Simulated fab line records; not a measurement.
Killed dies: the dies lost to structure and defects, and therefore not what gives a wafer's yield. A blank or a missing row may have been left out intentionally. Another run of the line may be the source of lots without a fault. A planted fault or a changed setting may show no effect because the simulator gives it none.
fab line records	flow n5-finfet	part 1 of 2: steps 1 to 17 of 25
[record] lots = 5	wafers = 15	last-day = 16
route steps=1938 shown HKMG_FIN@452 GATE_CUT@465
lots untouched by any fault: they come from a run of this same line in which no faults occurred
start-h: hours from the record's first day to the start of the lot's first wafer shown	wait-h: hours elapsed since this lot's preceding step	" repeats the value in the row above	L1.1+2: a single row standing in for several wafers	- either no value or no given start	* or withheld: withheld	< > ~ a bound
route shown NAME@n: NAME is a module with steps in the file, n the number in the route of the first one	usual: average and standard deviation across the fault-free wafers	same: alike in all rows	chamber/n: place in a boat	sites: the reading at each site	_std_site: standard deviation across them	_edge_site: inner sites' mean taken away from outer sites' mean	radius-mm: how far each site lies from the wafer's centre	mask NAME#n: copy n	behind: the most recent tool/chamber to have shaped the wafer	hold: cause of the lot's hold/its duration in hours/its outcome	device: transistor that didn't switch, given as n, p or np	end of line: the same wafers' tests at the end of the route	a step without rows: its recipe alone	killed: count of dies lost to structure and defects at first sort (not the wafer's yield)	map: a wafer's dies, marking killed ones x, the rest . and places with no die _
set.NAME: the setting as run; set.NAME@STEP: as run at that earlier step	model.NAME: the simulator's own value behind a step, which no gauge read
lots seen at some steps along the route; tables by step, rows by wafer
services: a tool's chamber out of use, with start hour (start-h, from the record's first day; less than 0 if before it), hours out, and reason
[[steps]]
[step N5_HKMG_FIN_STRIP_90]
[recipe] chemistry = N2/H2	material = SOC	time-s = 20	power-w = 500	temp-c = 40	pressure-mtorr = 50	rf-frequency-hz = 6e+07	bias-power-w = 8	h2-frac = 0.5	n2-flow-sccm = 300	h2-flow-sccm = 300
[usual] drypump-motor-current-A = 5.7/0.46	h2-flow-sccm = 299.9/0.9	n2-flow-sccm = 300.0/0.86	oes-product-au = 0.82/0.075	rf-vpp-V = 54.1/0.8	showerhead-plenum-p-Torr = 3.36/0.11	throttle-valve-pct = 18.80/0.29
lot.wafer	tool	chamber	start-h	wait-h	drypump-motor-current-A	h2-flow-sccm	n2-flow-sccm	oes-product-au	rf-hours-counter-h	rf-vpp-V	showerhead-plenum-p-Torr	throttle-valve-pct
L079.1	rie-diel-01	1	107.70	0.0	5.3	299.2	301.5	0.72	185	54.2	3.35	19.21
L079.4	"	3	"	"	5.7	300.5	301.5	0.91	7	53.8	3.29	18.72
L079.6	"	2	"	"	6.4	300.5	300.7	0.72	-	52.8	3.30	18.81
L088.1	rie-diel-01	0	165.37	0.0	6.1	300.6	300.9	0.73	222	53.3	3.19	19.18
L088.2	"	1	"	"	5.3	298.1	299.6	0.70	212	56.1	3.34	19.26
L088.4	"	0	"	"	6.1	299.6	299.1	0.73	-	51.8	3.19	19.20
L089.1	rie-diel-02	2	172.35	0.0	5.8	300.8	300.5	0.82	80	53.4	3.55	18.96
L089.2	"	1	"	"	5.6	299.6	300.8	0.86	61	54.2	3.40	18.35
L089.3	"	3	"	"	4.7	300.7	299.1	0.83	72	52.2	3.25	18.68
L091.2	rie-diel-01	1	183.60	0.0	5.3	299.0	301.3	0.69	221	53.8	3.33	19.28
L091.3	"	0	"	"	6.1	299.6	299.1	0.72	231	54.5	3.19	19.19
L091.6	"	2	"	"	6.4	300.9	300.5	0.98	-	52.6	3.29	18.48
L093.1	rie-diel-06	2	197.07	0.0	5.5	299.8	299.2	0.89	42	53.7	3.56	18.94
L093.3	"	1	"	"	6.7	300.1	299.9	0.79	116	53.2	3.25	19.24
L093.5	"	1	"	"	6.6	299.0	300.4	0.78	-	53.2	3.25	19.22
[step N5_HKMG_FIN_WET_ETCH_73]
[recipe] chemistry = SC1	mix = 1:2:40	temp-c = 50	time-s = 42.3	target-depth-nm = 1.3	dry = ipa-marangoni	rinse-time-s = 30	rinse-temp-c = 23
[same] rinse-time-s = 30
lot.wafer	tool	chamber	start-h	wait-h
L079.1+4+6	wet-bench-06	1,0,2	107.80	0.1
L088.1+2+4	wet-bench-06	3,4,1	165.47	0.1
L089.1+2+3	wet-bench-02	7,5,1	172.48	0.1
L091.2+3+6	wet-bench-01	4,5,6	183.71	0.1
L093.1+3+5	wet-bench-01	6,0,4	197.18	0.1
[step N5_HKMG_FIN_ETCHBACK_68]
[recipe] chemistry = Cl2/Ar	stop-on = HfO2	target-depth-a = 5	pressure-mtorr = 10	icp-w = 600	bias-w = 60	Cl2_flow_sccm = 40	Ar_flow_sccm = 60
[usual] bias-w = 60.01/0.16	drypump-motor-current-A = 5.62/0.17	mfc-cl2-sccm = 40.00/0.13	oes-product-au = 0.72/0.12	throttle-valve-pct = 20.98/0.22
lot.wafer	tool	chamber	start-h	wait-h	bias-w	drypump-motor-current-A	mfc-cl2-sccm	oes-product-au	rf-hours-counter-h	throttle-valve-pct
L079.1	rie-metal-01	1	107.85	0.0	60.45	5.68	40.10	0.71	66	20.72
L079.4	"	1	"	"	60.26	5.66	39.98	0.70	-	20.70
L079.6	"	1	"	"	60.04	5.69	40.01	0.70	-	20.71
L088.1	rie-metal-03	1	165.53	0.0	60.13	5.60	40.13	0.61	115	20.99
L088.2	"	1	"	"	60.22	5.59	40.08	0.61	-	21.00
L088.4	"	1	"	"	60.13	5.61	39.95	0.57	-	21.07
L089.1	rie-metal-02	0	172.54	0.0	59.90	5.87	39.81	0.87	10	20.99
L089.2	"	1	"	"	60.07	5.63	40.05	0.62	114	21.33
L089.3	"	0	"	"	60.16	5.87	40.04	0.87	-	21.00
L091.2	rie-metal-01	1	183.76	0.0	59.99	5.64	40.24	0.69	73	20.74
L091.3	"	0	"	"	59.95	5.33	40.10	0.67	-	20.92
L091.6	"	1	"	"	60.26	5.66	40.15	0.69	-	20.73
L093.1	rie-metal-02	0	197.24	0.0	60.15	5.85	39.88	0.86	12	21.01
L093.3	"	1	"	"	59.94	5.64	40.09	0.61	-	21.34
L093.5	"	0	"	"	60.11	5.86	39.85	0.86	-	21.01
[step N5_HKMG_FIN_STRIP_69]
[recipe] chemistry = N2/H2	power-w = 2500	temp-c = 300	h2-frac = 0.65	time-s = 360	pressure-mtorr = withheld	n2-flow-sccm = 1750	h2-flow-sccm = 3250
[usual] drypump-motor-current-A = 5.7/0.51	h2-flow-sccm = 3249/9.6	heater-power-w = 424/12	n2-flow-sccm = 1749/5.7
lot.wafer	tool	chamber	start-h	wait-h	drypump-motor-current-A	h2-flow-sccm	heater-power-w	n2-flow-sccm	rf-hours-counter-h
L079.1	plasma-asher-02	0	108.00	0.1	6.4	3241	415	1747	94
L079.4	"	0	"	"	6.4	3240	425	1747	-
L079.6	"	1	"	"	5.5	3255	408	1754	-
L088.1	plasma-asher-02	0	165.79	0.2	6.4	3238	424	1751	105
L088.2	"	1	"	"	5.4	3256	408	1740	105
L088.4	"	1	"	"	5.4	3254	415	1744	-
L089.1	plasma-asher-02	0	172.68	0.1	6.4	3250	424	1747	107
L089.2	"	1	"	"	5.4	3238	405	1763	107
L089.3	"	0	"	"	6.4	3244	422	1753	-
L091.2	plasma-asher-02	0	183.91	0.1	6.4	3249	427	1744	110
L091.3	"	0	"	"	6.4	3247	421	1741	-
L091.6	"	1	"	"	5.5	3258	412	1753	-
L093.1	plasma-asher-02	1	197.38	0.1	5.4	3249	418	1736	113
L093.3	"	0	"	"	6.4	3257	426	1755	-
L093.5	"	0	"	"	6.3	3257	415	1758	-
[step N5_HKMG_FIN_ALD_21]
[recipe] material = TiN	target-thk-a = 15	temp-c = 400	ald-precursor-family = TiCl4	ald-co-reactant = NH3	pulse-time-s = 1	purge-time-s = 3	co-reactant-purge-time-s = 2	co-reactant-pulse-time-s = 2	ald-cycles = 68	pressure-torr = 3
[usual] heater-power-w = 902/93	precursor-pulse-height-rel = 1.000/0.02
[same] co-reactant-purge-time-s = 2
lot.wafer	tool	chamber	start-h	wait-h	heater-power-w	precursor-pulse-height-rel
L079.1	ald-metal-01	2	108.38	0.3	966	1.020
L079.4	"	3	"	"	892	0.995
L079.6	"	2	"	"	957	1.012
L088.1	ald-metal-01	3	166.17	0.3	882	1.011
L088.2	"	2	"	"	965	0.958
L088.4	"	0	"	"	856	1.001
L089.1	ald-metal-01	0	173.06	0.3	844	0.966
L089.2	"	1	"	"	830	1.025
L089.3	"	3	"	"	884	1.007
L091.2	ald-metal-04	2	184.29	0.3	1065	1.009
L091.3	"	0	"	"	1038	0.989
L091.6	"	1	"	"	796	0.986
L093.1	ald-metal-03	3	197.76	0.3	1018	1.013
L093.3	"	0	"	"	820	1.006
L093.5	"	1	"	"	815	0.995
[step N5_HKMG_FIN_ALD_72]
[recipe] material = W	target-thk-a = 20	temp-c = 300	pressure-torr = 7.5	ald-precursor-family = WF6	ald-co-reactant = B2H6	pulse-time-s = 1	purge-time-s = 2	co-reactant-purge-time-s = 2	co-reactant-pulse-time-s = 3	ald-cycles = 7
[usual] heater-power-w = 430/70	precursor-pulse-height-rel = 0.997/0.02
[same] co-reactant-purge-time-s = 2
lot.wafer	tool	chamber	start-h	wait-h	heater-power-w	precursor-pulse-height-rel
L079.1	cvd-w-01	1	108.74	0.2	428	0.993
L079.4	"	1	"	"	425	1.045
L079.6	"	0	"	"	364	0.967
L088.1	cvd-w-02	0	166.53	0.2	395	0.993
L088.2	"	1	"	"	547	1.016
L088.4	"	0	"	"	395	1.004
L089.1	cvd-w-01	0	173.43	0.2	370	0.999
L089.2	"	1	"	"	421	0.988
L089.3	"	1	"	"	428	1.000
L091.2	cvd-w-01	0	184.65	0.2	362	0.998
L091.3	"	0	"	"	362	0.982
L091.6	"	1	"	"	439	1.039
L093.1	cvd-w-01	1	198.12	0.2	434	1.018
L093.3	"	1	"	"	427	1.001
L093.5	"	1	"	"	440	1.002
[step N5_HKMG_FIN_W_FILL_22]
[recipe] material = W	target-thk-a = 600	temp-c = 400	pressure-torr = 39.4	time-s = 18.2
[usual] heater-power-w = 770/130	throttle-valve-pct = 19.8/0.83
lot.wafer	tool	chamber	start-h	wait-h	heater-power-w	throttle-valve-pct
L079.1	cvd-w-01	1	108.80	0.0	771	19.8
L079.4	"	1	"	"	771	19.6
L079.6	"	0	"	"	658	18.7
L088.1	cvd-w-02	0	166.60	0.0	701	21.3
L088.2	"	1	"	"	995	20.1
L088.4	"	0	"	"	701	21.1
L089.1	cvd-w-01	0	173.49	0.0	642	18.8
L089.2	"	1	"	"	785	19.8
L089.3	"	1	"	"	776	19.7
L091.2	cvd-w-01	0	184.71	0.0	647	18.8
L091.3	"	0	"	"	628	18.8
L091.6	"	1	"	"	795	20.0
L093.1	cvd-w-01	1	198.19	0.0	765	20.2
L093.3	"	1	"	"	784	20.0
L093.5	"	1	"	"	777	19.9
[step N5_HKMG_FIN_PRECLEAN_83]
[recipe] chemistry = DIW	time-s = 57.5	temp-c = 23
lot.wafer	tool	chamber	start-h	wait-h
L079.1+4+6	wet-bench-01	0,3,2	108.86	0.0
L088.1+2+4	wet-bench-01	0,2,7	166.65	0.0
L089.1+2+3	wet-bench-01	6,5,4	173.55	0.0
L091.2+3+6	wet-bench-02	2,0,7	184.77	0.0
L093.1+3+5	wet-bench-02	2,1,7	198.24	0.0
[step N5_HKMG_FIN_SRD_84]
[recipe] dry-time-s = 32	dry = n2-spin	spin-rpm = 1500
lot.wafer	tool	chamber	start-h	wait-h
L079.1+4+6	wet-bench-01	0,3,2	108.88	0.0
L088.1+2+4	wet-bench-01	0,2,7	166.67	0.0
L089.1+2+3	wet-bench-01	6,5,4	173.56	0.0
L091.2+3+6	wet-bench-02	2,0,7	184.79	0.0
L093.1+3+5	wet-bench-02	2,1,7	198.26	0.0
[step N5_HKMG_FIN_CMP_23]
[recipe] stop-on = SiNx	t-overpolish-s = 10	post-cmp-clean = rinse-only	down-force-psi = 4	platen-rpm = 50.289	pad-velocity-m-s = 1.0006	target-thk-nm = 46.326
[usual] edge-zone-pressure-frac = 1.000/0.0046	motor-current-A = 12.1/1.8	overpolish-run-s = 10.000/0.0088	time-to-endpoint-s = 12.7/2.3
lot.wafer	tool	chamber	start-h	wait-h	edge-zone-pressure-frac	motor-current-A	overpolish-run-s	time-to-endpoint-s
L079.4	cmp-04	2	109.05	0.2	0.998	11.9	9.987	14.5
L079.1	"	3	"	"	0.998	10.6	10.012	15.8
L079.6	"	2	"	"	0.998	12.1	10.015	12.8
L088.1	cmp-01	3	166.70	0.0	1.003	10.7	9.990	11.6
L088.2	"	1	"	"	0.993	11.3	10.008	9.1
L088.4	"	2	"	"	1.002	17.1	10.002	9.9
L089.1	cmp-04	3	173.60	0.0	1.007	10.2	9.998	13.1
L089.2	"	0	"	"	1.003	11.4	9.997	9.3
L089.3	"	2	"	"	1.000	11.6	10.005	12.2
L091.3	cmp-03	2	184.90	0.1	1.002	12.5	10.002	15.2
L091.2	"	3	"	"	1.000	10.6	10.020	17.0
L091.6	"	1	"	"	1.001	10.3	9.991	15.5
L093.1	cmp-04	3	198.37	0.1	1.003	10.3	9.972	12.8
L093.3	"	0	"	"	0.996	11.9	10.008	11.1
L093.5	"	3	"	"	0.996	10.0	10.002	15.0
[step N5_HKMG_FIN_CMP_94]
[recipe] stop-on = SiNx	post-cmp-clean = w-dilute-nh4oh	t-overpolish-s = 4.7	down-force-psi = 4	platen-rpm = 50.289	pad-velocity-m-s = 1.0006	target-thk-nm = 43.299
[usual] edge-zone-pressure-frac = 0.999/0.0051	motor-current-A = 12.0/1.8
lot.wafer	tool	chamber	start-h	wait-h	edge-zone-pressure-frac	motor-current-A
L079.4	cmp-04	2	109.48	0.3	1.001	11.8
L079.1	"	3	"	"	0.993	10.3
L079.6	"	2	"	"	1.003	11.6
L088.1	cmp-01	3	167.18	0.4	1.000	10.9
L088.2	"	1	"	"	0.996	11.2
L088.4	"	2	"	"	1.002	17.2
L089.1	cmp-04	3	174.08	0.4	0.994	10.1
L089.2	"	0	"	"	0.997	12.2
L089.3	"	2	"	"	1.002	12.1
L091.3	cmp-03	2	185.33	0.3	0.997	11.9
L091.2	"	3	"	"	1.000	10.9
L091.6	"	1	"	"	0.999	9.9
L093.1	cmp-04	3	198.80	0.3	0.998	10.6
L093.3	"	0	"	"	0.998	11.2
L093.5	"	3	"	"	0.998	10.3
[step N5_HKMG_FIN_INSPECT_28]
[recipe] inspect-instrument = darkfield	mode = post-cmp
[usual] raw-defect-count = 41/16
lot.wafer	tool	chamber	start-h	wait-h	raw-defect-count
L079.1	defect-inspect-02	-	109.68	0.0	47
L079.4	"	-	"	"	39
L079.6	"	-	"	"	64
L088.1	defect-inspect-01	-	167.41	0.0	35
L088.2	"	-	"	"	51
L088.4	"	-	"	"	34
L089.1	defect-inspect-01	-	174.31	0.0	39
L089.2	"	-	"	"	55
L089.3	"	-	"	"	79
L091.2	defect-inspect-02	-	185.53	0.0	38
L091.3	"	-	"	"	63
L091.6	"	-	"	"	65
L093.1	defect-inspect-02	-	199.01	0.0	14
L093.3	"	-	"	"	33
L093.5	"	-	"	"	18
[step N5_GATE_CUT_ETCHBACK_00]
[recipe] chemistry = SF6/Cl2	target = W	pressure-mtorr = 8	icp-w = 900	bias-w = 80	SF6_flow_sccm = 40	Cl2_flow_sccm = 60
[usual] bias-w = 80.01/0.21	drypump-motor-current-A = 5.61/0.17	mfc-cl2-sccm = 60.03/0.19	oes-product-au = 0.74/0.11	throttle-valve-pct = 27.63/0.26
lot.wafer	tool	chamber	start-h	wait-h	bias-w	drypump-motor-current-A	mfc-cl2-sccm	oes-product-au	rf-hours-counter-h	throttle-valve-pct
L079.1	rie-metal-03	0	109.71	0.0	80.33	5.52	60.26	0.63	110	27.78
L079.4	"	0	"	"	80.34	5.52	60.18	0.63	-	27.79
L079.6	"	0	"	"	80.22	5.52	60.33	0.63	-	27.80
L088.1	rie-metal-02	1	167.45	0.0	80.05	5.67	60.23	0.63	113	28.04
L088.2	"	0	"	"	79.95	5.87	59.90	0.90	9	27.72
L088.4	"	1	"	"	80.02	5.67	60.32	0.63	-	28.03
L089.1	rie-metal-01	1	174.34	0.0	79.57	5.67	59.72	0.70	72	27.28
L089.2	"	0	"	"	80.05	5.34	60.13	0.80	31	27.53
L089.3	"	1	"	"	79.75	5.70	59.71	0.70	-	27.28
L091.2	rie-metal-03	1	185.57	0.0	80.07	5.59	60.22	0.61	117	27.49
L091.3	"	1	"	"	80.08	5.60	59.85	0.62	-	27.50
L091.6	"	0	"	"	79.92	5.52	59.96	0.61	-	27.81
L093.1	rie-metal-01	1	199.04	0.0	80.11	5.66	60.28	0.69	75	27.26
L093.3	"	0	"	"	80.26	5.34	59.91	0.79	-	27.56
L093.5	"	1	"	"	80.15	5.65	60.52	0.68	-	27.27
[step N5_GATE_CUT_ETCH_56]
[recipe] chemistry = Cl2/Ar	target = TiN	target-depth-a = 216	pressure-mtorr = 10	icp-w = 600	bias-w = 60	Cl2_flow_sccm = 40	Ar_flow_sccm = 60
[usual] bias-w = 59.98/0.17	drypump-motor-current-A = 5.61/0.17	mfc-cl2-sccm = 40.01/0.11	oes-product-au = 0.74/0.11	throttle-valve-pct = 20.95/0.24
lot.wafer	tool	chamber	start-h	wait-h	bias-w	drypump-motor-current-A	mfc-cl2-sccm	oes-product-au	rf-hours-counter-h	throttle-valve-pct
L079.1	rie-metal-03	0	109.83	0.1	59.67	5.52	39.85	0.63	110	21.15
L079.4	"	0	"	"	59.96	5.48	39.88	0.63	-	21.15
L079.6	"	0	"	"	59.56	5.49	39.93	0.62	-	21.14
L088.1	rie-metal-02	1	167.57	0.1	60.18	5.64	39.77	0.62	114	21.34
L088.2	"	0	"	"	59.97	5.86	39.87	0.88	10	21.00
L088.4	"	1	"	"	59.95	5.66	39.95	0.62	-	21.33
L089.1	rie-metal-01	1	174.46	0.1	60.27	5.65	40.13	0.70	72	20.71
L089.2	"	0	"	"	59.88	5.34	40.25	0.83	31	20.70
L089.3	"	1	"	"	60.29	5.64	40.09	0.71	-	20.69
L091.2	rie-metal-03	1	185.69	0.1	59.96	5.61	40.09	0.61	117	20.99
L091.3	"	1	"	"	60.20	5.60	40.08	0.61	-	21.00
L091.6	"	0	"	"	60.08	5.50	40.09	0.62	-	21.16
L093.1	rie-metal-01	1	199.16	0.1	59.98	5.63	39.93	0.71	75	20.69
L093.3	"	0	"	"	60.05	5.33	39.80	0.82	-	20.70
L093.5	"	1	"	"	59.99	5.64	39.96	0.69	-	20.72
[step N5_GATE_CUT_ETCHBACK_30]
[recipe] chemistry = Cl2/Ar	target = TiN	target-depth-a = 30	mode = isotropic	pressure-mtorr = 10	icp-w = 600	bias-w = 60	Cl2_flow_sccm = 40	Ar_flow_sccm = 60
[usual] bias-w = 60.00/0.18	drypump-motor-current-A = 5.60/0.17	mfc-cl2-sccm = 40.00/0.11	oes-product-au = 0.74/0.11	throttle-valve-pct = 20.95/0.24
lot.wafer	tool	chamber	start-h	wait-h	bias-w	drypump-motor-current-A	mfc-cl2-sccm	oes-product-au	rf-hours-counter-h	throttle-valve-pct
L079.1	rie-metal-03	0	109.92	0.1	59.79	5.51	40.01	0.63	110	21.14
L079.4	"	0	"	"	59.90	5.52	40.15	0.63	-	21.14
L079.6	"	0	"	"	60.04	5.52	40.06	0.63	-	21.15
L088.1	rie-metal-02	1	167.66	0.1	59.85	5.67	39.99	0.62	114	21.34
L088.2	"	0	"	"	60.09	5.89	40.03	0.89	10	21.00
L088.4	"	1	"	"	59.91	5.65	40.07	0.62	-	21.33
L089.1	rie-metal-01	1	174.55	0.1	59.79	5.67	40.11	0.70	72	20.69
L089.2	"	0	"	"	59.57	5.37	40.16	0.84	31	20.70
L089.3	"	1	"	"	59.91	5.62	39.84	0.71	-	20.69
L091.2	rie-metal-03	1	185.78	0.1	60.10	5.60	39.97	0.62	117	21.00
L091.3	"	1	"	"	59.85	5.60	40.14	0.61	-	21.00
L091.6	"	0	"	"	59.90	5.53	39.90	0.62	-	21.15
L093.1	rie-metal-01	1	199.25	0.1	60.27	5.66	40.20	0.70	75	20.72
L093.3	"	0	"	"	60.08	5.32	40.10	0.83	-	20.72
L093.5	"	1	"	"	60.04	5.64	40.11	0.70	-	20.71
[step N5_GATE_CUT_VAPOR_ETCH_60]
[recipe] chemistry = BCl3/Cl2	target = HfO2	mode = isotropic
[usual] drypump-motor-current-A = 5.60/0.17	oes-product-au = 0.74/0.11
lot.wafer	tool	chamber	start-h	wait-h	drypump-motor-current-A	oes-product-au
L079.1	rie-metal-03	0	109.95	0.0	5.49	0.62
L079.4	"	0	"	"	5.49	0.63
L079.6	"	0	"	"	5.48	0.62
L088.1	rie-metal-02	1	167.69	0.0	5.67	0.63
L088.2	"	0	"	"	5.86	0.90
L088.4	"	1	"	"	5.66	0.63
L089.1	rie-metal-01	1	174.58	0.0	5.68	0.70
L089.2	"	0	"	"	5.34	0.80
L089.3	"	1	"	"	5.66	0.69
L091.2	rie-metal-03	1	185.81	0.0	5.59	0.63
L091.3	"	1	"	"	5.59	0.63
L091.6	"	0	"	"	5.52	0.62
L093.1	rie-metal-01	1	199.28	0.0	5.70	0.69
L093.3	"	0	"	"	5.35	0.79
L093.5	"	1	"	"	5.65	0.69
[step N5_GATE_CUT_ETCH_58]
[recipe] chemistry = CH3F/O2	target = SiNx	target-depth-a = 170	time-s = 128.6	ion-energy-ev = 50	pressure-mtorr = 30	source-w = 415	bias-w = 21	Ar_flow_sccm = 150	CH3F_flow_sccm = 30	O2_flow_sccm = 20
[usual] bias-w = 21.00/0.064	drypump-motor-current-A = 5.6/0.53	oes-product-au = 0.77/0.094	rf-vpp-V = 99.1/1	showerhead-plenum-p-Torr = 1.99/0.072	throttle-valve-pct = 16.24/0.23
lot.wafer	tool	chamber	start-h	wait-h	bias-w	drypump-motor-current-A	oes-product-au	rf-hours-counter-h	rf-vpp-V	showerhead-plenum-p-Torr	throttle-valve-pct
L079.1	rie-diel-05	2	110.00	0.0	21.08	5.7	0.67	217	99.0	2.06	16.07
L079.4	"	0	"	"	21.08	5.5	0.95	19	99.5	2.04	15.75
L079.6	"	3	"	"	21.01	5.0	0.69	-	100.5	1.97	16.06
L088.1	rie-diel-05	3	167.74	0.0	21.09	5.0	0.69	246	98.9	1.96	16.11
L088.2	"	0	"	"	21.03	5.5	0.91	39	99.8	2.04	15.78
L088.4	"	1	"	"	20.94	5.8	0.69	234	98.5	1.90	16.33
L089.1	rie-diel-03	0	174.63	0.0	21.14	5.6	0.69	242	97.4	1.96	16.52
L089.2	"	2	"	"	21.04	6.6	0.76	153	99.4	2.07	16.20
L089.3	"	1	"	"	20.98	4.9	0.87	42	98.9	2.11	16.41
L091.2	rie-diel-05	0	185.90	0.1	20.99	5.5	0.89	46	99.1	2.03	15.78
L091.3	"	1	"	"	20.92	5.8	0.69	241	99.9	1.89	16.34
L091.6	"	2	"	"	21.02	5.7	0.66	-	99.5	2.05	16.11
L093.1	rie-diel-03	3	199.33	0.0	21.06	5.4	0.96	5	98.6	1.97	16.18
L093.3	"	2	"	"	21.00	6.6	0.76	162	99.9	2.07	16.25
L093.5	"	1	"	"	20.93	4.9	0.86	-	99.2	2.10	16.43
